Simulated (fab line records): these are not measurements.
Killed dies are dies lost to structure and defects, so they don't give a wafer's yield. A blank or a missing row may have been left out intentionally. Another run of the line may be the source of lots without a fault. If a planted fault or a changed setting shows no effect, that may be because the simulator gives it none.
Chamber matching    flow n5Finfet    rieSi-02 running N5_FIN_SAQP_MANDREL_ETCH_22: 4 sister chambers
The step etches a-Si in HBr/Cl2, stops on SiNx, target depth 60 nm, bt time 10 s, time 30 s. 22 wafers are shown with their chamber, then 11 later ones without.

## EACH WAFER AND ITS CHAMBER
wafer   chamber  throttleValvePct (%)  oesProductAu (a.u.)
L079.1  1        35.69                 0.757
L079.3  2        35.54                 0.771
L079.6  2        35.53                 0.791
L080.3  3        35.29                 0.744
L080.4  1        35.68                 0.762
L080.5  0        35.02                 0.769
L081.2  1        35.70                 0.750
L081.3  0        35.07                 0.745
L081.5  1        35.68                 0.771
L082.3  2        35.53                 0.780
L082.4  1        35.67                 0.775
L082.5  0        35.02                 0.772
L083.2  0        35.01                 0.767
L083.5  0        35.01                 0.770
L083.6  3        35.26                 0.744
L084.2  3        35.26                 0.749
L084.3  1        35.68                 0.775
L084.6  1        35.66                 0.776
L087.1  2        35.55                 0.785
L087.5  2        35.53                 0.788
L087.6  1        35.68                 0.764
L092.1  1        35.68                 0.774

SIGNATURES (averages over the wafers above)
reading           chamber 0  chamber 1  chamber 2  chamber 3  scatter within a chamber
throttleValvePct  35.0260    35.6800    35.5360    35.2700    0.0157
oesProductAu      0.76460    0.76711    0.78300    0.74567    0.00898
Rule: a wafer lies at a distance from a chamber equal to the root of the sum of squares, over the readings, of (its reading less the chamber's mean, divided by the reading's scatter). If the next closest chamber is less than 2 further off than the closest, the wafer can't be placed; otherwise it belongs to the closest. The scatter is the square root of a quotient: the sum, over the shown wafers, of each reading's squared deviation from its chamber's mean, divided by wafers minus chambers.

## WAFERS WHOSE CHAMBER IS MISSING
wafer   throttleValvePct (%)  oesProductAu (a.u.)
L092.2  35.49                 0.788
L092.3  35.27                 0.743
L093.3  35.70                 0.772
L093.4  35.53                 0.793
L093.6  35.68                 0.780
L094.1  35.69                 0.768
L094.5  35.53                 0.783
L094.6  35.67                 0.772
L097.3  35.03                 0.770
L097.5  35.25                 0.758
L097.6  35.00                 0.775

## WHICH CHAMBER EACH ONE RAN IN
wafer   from the rows above  in truth
L092.2  2                    2
L092.3  3                    3
L093.3  1                    1
L093.4  2                    2
L093.6  1                    1
L094.1  1                    1
L094.5  2                    2
L094.6  1                    1
L097.3  0                    0
L097.5  3                    3
L097.6  0                    0
Correctly placed: 11 of 11. From these rows, 0 cannot be placed. Placed wrongly: 0.
